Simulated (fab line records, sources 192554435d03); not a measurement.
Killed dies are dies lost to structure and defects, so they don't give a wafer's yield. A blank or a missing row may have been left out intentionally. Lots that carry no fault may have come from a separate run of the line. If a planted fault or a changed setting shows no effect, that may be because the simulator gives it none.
Chamber matching -- flow n5-finfet -- N5_BEOL_M9_ALD_74 on ald-metal-03: 4 sister chambers
The step deposits TaN, target thk 2 nm, pulse time 2 s, purge time 3 s. 24 wafers are shown with their chamber, then 12 later ones without.

## WAFERS PAIRED WITH THEIR CHAMBERS
wafer,chamber,heater-power-w (W),susceptor-temp-C (C)
L074.1,3,477,275.12
L074.2,1,477,275.09
L074.3,2,407,275.08
L078.1,2,423,275.30
L078.3,0,372,275.30
L078.6,2,420,274.90
L080.1,0,380,275.13
L080.2,1,469,275.24
L080.6,0,379,274.83
L081.2,3,466,274.86
L081.5,2,415,275.08
L081.6,1,482,275.15
L086.1,2,409,275.07
L086.2,0,377,275.08
L086.6,0,379,275.00
L088.1,1,462,275.06
L088.3,0,389,274.86
L088.5,3,481,274.85
L091.2,1,463,274.77
L091.3,2,414,274.75
L091.4,0,377,274.84
L090.1,0,373,275.05
L090.2,2,416,274.79
L090.5,1,468,274.66

SIGNATURES, as means of the wafers listed above
reading,chamber 0,chamber 1,chamber 2,chamber 3,scatter within a chamber
heater-power-w,378.25,470.17,414.86,474.67,6.37
susceptor-temp-C,275.0113,274.9950,274.9957,274.9433,0.19
Rule: distance of a wafer from a chamber = root of the sum over the readings of ((wafer's reading minus chamber's mean) / reading's scatter) squared. If the next closest chamber is less than 2 further off than the closest, the wafer can't be placed; otherwise it belongs to the closest. How the scatter is found: for the shown wafers, subtract from each reading the mean of its chamber, square and add these, divide the total by (wafers less chambers), then take the root.

## WAFERS WHOSE CHAMBER IS MISSING
wafer,heater-power-w (W),susceptor-temp-C (C)
L092.1,379,274.73
L092.2,461,274.83
L092.6,414,275.29
L093.3,376,274.78
L093.5,414,275.06
L093.6,456,275.19
L096.2,419,275.23
L096.5,369,274.59
L096.6,466,274.68
L095.2,376,275.07
L095.3,469,275.16
L095.6,470,275.32

## WHICH CHAMBER EACH WENT THROUGH
wafer,from the rows above,in truth
L092.1,0,0
L092.2,can't be placed: 1 or 3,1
L092.6,2,2
L093.3,0,0
L093.5,2,2
L093.6,can't be placed: 1 or 3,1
L096.2,2,2
L096.5,0,0
L096.6,can't be placed: 1 or 3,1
L095.2,0,0
L095.3,can't be placed: 1 or 3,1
L095.6,can't be placed: 1 or 3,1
Correct placement for 7 of the 12. Not placeable from these rows: 5 (in 5, the candidates include the true chamber). Number placed wrongly: 0.
